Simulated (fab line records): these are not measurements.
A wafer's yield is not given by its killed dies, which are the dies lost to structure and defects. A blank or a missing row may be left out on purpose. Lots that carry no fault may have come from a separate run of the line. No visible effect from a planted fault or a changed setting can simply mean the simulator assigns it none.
What tool caused it? -- flow n5 finfet -- 24 lots, 72 wafers sampled, at 3 steps of a route of 1938

## WHAT EACH GAUGE READ, for each wafer
N5_BEOL_M7_INSPECT_13: inspects for defects (brightfield). Usual: raw defect count reads 443 (standard deviation 120).
lot,measured,on,raw defect count,flag
L075,day 8 13:28,defect inspect-02,440 453 520,
L074,day 9 01:57,defect inspect-01,398 400 445,
L076,day 9 08:25,defect inspect-01,517 453 474,
L077,day 9 18:44,defect inspect-02,428 499 498,
L078,day 9 20:54,defect inspect-02,289 493 417,
L079,day 10 15:09,defect inspect-02,391 373 326,
L080,day 10 15:27,defect inspect-01,650 411 787,
L081,day 10 18:15,defect inspect-01,611 577 705,
L082,day 10 21:11,defect inspect-02,415 327 358,
L083,day 10 21:46,defect inspect-02,269 310 356,
L084,day 11 01:55,defect inspect-02,475 321 602,
L085,day 12 00:14,defect inspect-01,421 657 507,
L086,day 12 04:19,defect inspect-02,316 307 327,
L087,day 12 07:08,defect inspect-01,435 357 465,
L088,day 12 07:50,defect inspect-02,302 435 497,
L090,day 12 15:16,defect inspect-01,363 454 467,
L089,day 12 23:55,defect inspect-01,403 526 382,
L091,day 13 02:25,defect inspect-02,471 471 472,
L092,day 13 17:47,defect inspect-02,356 371 353,
L094,day 13 20:55,defect inspect-01,305 443 553,
L093,day 13 21:05,defect inspect-01,372 570 358,
L095,day 14 05:09,defect inspect-01,628 747 583,
L096,day 14 05:19,defect inspect-01,363 429 411,
L097,day 14 08:08,defect inspect-02,456 360 535,

## EACH LOT AND THE TOOL THAT RAN IT (in order: tool; ch and the chambers of the sampled wafers; start)
lot,N5_BEOL_M7_CURE_74,N5_BEOL_M7_HM_DEP_02
L075,"uv cure-03 ch 0, day 8 11:49","pvd sputter-01, day 8 13:02"
L074,"uv cure-01 ch 1, day 8 22:18","pvd sputter-03, day 9 01:24"
L076,"uv cure-01 ch 2, day 9 06:40","pvd sputter-01, day 9 07:52"
L077,"uv cure-01 ch 0, day 9 16:11","pvd sputter-03, day 9 18:11"
L078,"uv cure-02 ch 1, day 9 18:51","pvd sputter-01, day 9 20:28"
L079,"uv cure-03 ch 2, day 10 13:24","pvd sputter-01, day 10 14:43"
L080,"uv cure-02 ch 2, day 10 13:46","pvd sputter-01, day 10 14:54"
L081,"uv cure-02 ch 2, day 10 16:55","pvd sputter-02, day 10 17:42"
L082,"uv cure-03 ch 0, day 10 17:33","pvd sputter-02, day 10 20:36"
L083,"uv cure-02 ch 2, day 10 20:05","pvd sputter-03, day 10 21:13"
L084,"uv cure-03 ch 0, day 10 23:38","pvd sputter-03, day 11 01:22"
L085,"uv cure-03 ch 0, day 11 23:04","pvd sputter-03, day 11 23:41"
L086,"uv cure-03 ch 1, day 12 00:30","pvd sputter-01, day 12 03:45"
L087,"uv cure-02 ch 0, day 12 05:28","pvd sputter-03, day 12 06:35"
L088,"uv cure-01 ch 2, day 12 06:40","pvd sputter-01, day 12 07:16"
L090,"uv cure-03 ch 0, day 12 13:25","pvd sputter-03, day 12 14:43"
L089,"uv cure-03 ch 1, day 12 22:23","pvd sputter-03, day 12 23:22"
L091,"uv cure-03 ch 2, day 13 00:51","pvd sputter-03, day 13 01:59"
L092,"uv cure-03 ch 1, day 13 15:14","pvd sputter-02, day 13 17:14"
L094,"uv cure-03 ch 2, day 13 19:34","pvd sputter-02, day 13 20:22"
L093,"uv cure-02 ch 0, day 13 19:41","pvd sputter-01, day 13 20:28"
L095,"uv cure-01 ch 0, day 14 03:10","pvd sputter-03, day 14 04:36"
L096,"uv cure-02 ch 0, day 14 03:12","pvd sputter-01, day 14 04:41"
L097,"uv cure-01 ch 1, day 14 07:00","pvd sputter-03, day 14 07:42"
- N5_BEOL_M7_CURE_74: cures SiCOH lowk, time 240 s.
- N5_BEOL_M7_HM_DEP_02: deposits TiN, target thk 20 nm.

## AS READ BY THE TOOLS THEMSELVES (means over the sampled wafers that have a number; for cases with no such wafer, the mark the record gives instead)
N5_BEOL_M7_CURE_74. Usual: lamp power pct 52.31 %, standard deviation 0.052; wafer_temp_C_max 387.2, standard deviation 0.68.
lot,tool,lamp power pct (%),wafer_temp_C_max,flag
L075,uv cure-03,52.33,387.6,
L074,uv cure-01,52.26,386.4,
L076,uv cure-01,52.29,386.7,
L077,uv cure-01,52.33,387.1,
L078,uv cure-02,52.28,387.5,
L079,uv cure-03,52.34,388.0,
L080,uv cure-02,52.29,388.2,
L081,uv cure-02,52.29,388.3,
L082,uv cure-03,52.28,386.4,
L083,uv cure-02,52.34,388.3,
L084,uv cure-03,52.26,386.4,
L085,uv cure-03,52.27,386.9,
L086,uv cure-03,52.28,387.5,
L087,uv cure-02,52.36,387.1,
L088,uv cure-01,52.32,386.4,
L090,uv cure-03,52.28,386.4,
L089,uv cure-03,52.30,387.6,
L091,uv cure-03,52.29,387.6,
L092,uv cure-03,52.27,387.3,
L094,uv cure-03,52.30,387.9,
L093,uv cure-02,52.33,387.2,
L095,uv cure-01,52.29,387.1,
L096,uv cure-02,52.35,387.3,
L097,uv cure-01,52.29,386.8,

N5_BEOL_M7_HM_DEP_02. Usual: throttle valve pct reads 30.1 % (standard deviation 1.2).
lot,tool,throttle valve pct (%),flag
L075,pvd sputter-01,30.1,
L074,pvd sputter-03,29.8,
L076,pvd sputter-01,30.7,
L077,pvd sputter-03,30.3,
L078,pvd sputter-01,29.4,
L079,pvd sputter-01,30.0,
L080,pvd sputter-01,28.6,
L081,pvd sputter-02,30.0,
L082,pvd sputter-02,29.4,
L083,pvd sputter-03,30.6,
L084,pvd sputter-03,30.4,
L085,pvd sputter-03,29.7,
L086,pvd sputter-01,29.9,
L087,pvd sputter-03,30.4,
L088,pvd sputter-01,29.9,
L090,pvd sputter-03,30.0,
L089,pvd sputter-03,29.7,
L091,pvd sputter-03,30.3,
L092,pvd sputter-02,30.0,
L094,pvd sputter-02,29.4,
L093,pvd sputter-01,30.9,
L095,pvd sputter-03,30.5,
L096,pvd sputter-01,30.7,
L097,pvd sputter-03,30.5,

## THE ANSWER, worked out from the rows above alone
Rule: a lot counts as off when the mean over its wafers that have a number is more than 3 standard deviations away from the usual mean. Also off: a lot with no number at a reading for which 4 or more lots have one. All remaining lots with rows at the step are treated as sound. Order of review: gauges by route order, followed by the tools' own readings, for which a lot's mean as printed above is used. The first step at which some lot is off is used, and at that step the reading that is off furthest; a lot without a number counts as furthest.
Across all readings shown, no lot is off: no conclusion can be drawn from this.

## WHAT WAS PUT IN BY THE SIMULATOR
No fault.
